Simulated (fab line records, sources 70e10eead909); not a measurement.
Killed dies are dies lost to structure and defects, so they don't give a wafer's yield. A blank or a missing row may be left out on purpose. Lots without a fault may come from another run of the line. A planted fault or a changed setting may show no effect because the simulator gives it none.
Chamber matching | flow nand_harc | NHARC_A_WL_FILL_CMP_12 on cmp-03: 4 sister chambers
The step polishes, t overpolish 30 s, target thk 100 nm. 8 wafers are shown with their chamber, then 9 later ones without.

WAFERS WITH THEIR CHAMBER
wafer  | chamber | motor_current_A (A) | time_to_endpoint_s (s)
L079.3 | 1       | 10.9                | 20.0
L079.6 | 1       | 10.8                | 19.0
L086.2 | 3       | 9.1                 | 19.9
L086.5 | 0       | 13.8                | 17.0
L086.6 | 3       | 9.5                 | 19.6
L087.3 | 0       | 13.3                | 21.2
L087.4 | 2       | 12.3                | 21.1
L087.5 | 2       | 12.1                | 22.4

WAFERS WITHOUT THEIR CHAMBER
wafer  | motor_current_A (A) | time_to_endpoint_s (s)
L089.1 | 11.5                | 15.5
L089.2 | 12.0                | 19.5
L089.4 | 9.6                 | 19.0
L088.2 | 10.0                | 20.3
L088.5 | 9.6                 | 19.1
L088.6 | 14.0                | 18.5
L097.3 | 13.2                | 22.2
L097.4 | 13.2                | 24.3
L097.5 | 10.1                | 24.6

WHICH CHAMBER EACH WENT THROUGH
wafer  | from the rows above     | in truth
L089.1 | can't be placed: 1 or 2 | 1
L089.2 | 2                       | 2
L089.4 | 3                       | 3
L088.2 | can't be placed: 3 or 1 | 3
L088.5 | 3                       | 3
L088.6 | 0                       | 0
L097.3 | can't be placed: 0 or 2 | 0
L097.4 | can't be placed: 0 or 2 | 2
L097.5 | can't be placed: 1 or 3 | 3
Placed correctly: 4 of 9. Can't be placed from these rows: 5 (the true chamber is among the candidates in 5). Placed wrongly: 0.
How it was worked out, from the rows above alone: a wafer's distance from a chamber is the root of the sum, over the readings, of the square of ((its reading less the chamber's mean) divided by the reading's scatter). The wafer belongs to the nearest chamber; if the next one is less than 2 further off, it can't be placed. A chamber's mean is the mean of its shown wafers. The scatter: the root of (the sum of the squares of (reading less its chamber's mean) over the shown wafers, divided by (wafers less chambers)).
